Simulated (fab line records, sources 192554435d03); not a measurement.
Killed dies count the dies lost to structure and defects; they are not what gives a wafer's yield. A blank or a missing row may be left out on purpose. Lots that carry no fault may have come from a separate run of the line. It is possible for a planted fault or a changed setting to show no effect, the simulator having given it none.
Chamber matching    flow n5-finfet    N5_BEOL_M11_ILD_DEP_00 on pecvd-02 has 3 sister chambers
The step deposits SiCOH lowk from DEMS/porogen, target thk 308.51 nm, time 58 s. 3 wafers are shown with their chamber, then 6 later ones without.

== EACH WAFER AND ITS CHAMBER ==
wafer   chamber  throttle-valve-pct (%)
L410.6  0        14.7
L412.3  2        13.7
L412.4  1        13.2

== WAFERS WHOSE CHAMBER IS MISSING ==
wafer   throttle-valve-pct (%)
L412.6  14.3
L420.2  13.1
L420.3  14.0
L424.1  14.0
L424.3  14.0
L424.5  13.9

== WHICH CHAMBER EACH ONE RAN IN ==
wafer   from the rows above           in truth
L412.6  can't be placed: 0 or 2       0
L420.2  can't be placed: 1 or 2       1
L420.3  can't be placed: 2 or 0 or 1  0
L424.1  can't be placed: 2 or 0 or 1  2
L424.3  can't be placed: 2 or 0 or 1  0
L424.5  can't be placed: 2 or 1       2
Placed correctly: 0 of 6. Can't be placed from these rows: 6 (the true chamber is among the candidates in 6). 0 placed wrongly.
How it was worked out, from the rows above alone: a wafer's distance from a chamber is the root of the sum, over the readings, of the square of ((its reading less the chamber's mean) divided by the reading's scatter). The wafer belongs to the nearest chamber; if the next one is less than 2 further off, it can't be placed. The mean given for a chamber averages the wafers shown for that chamber. The scatter: root of mean squared gap, hidden wafer to nearest shown wafer, with one shown wafer a chamber.
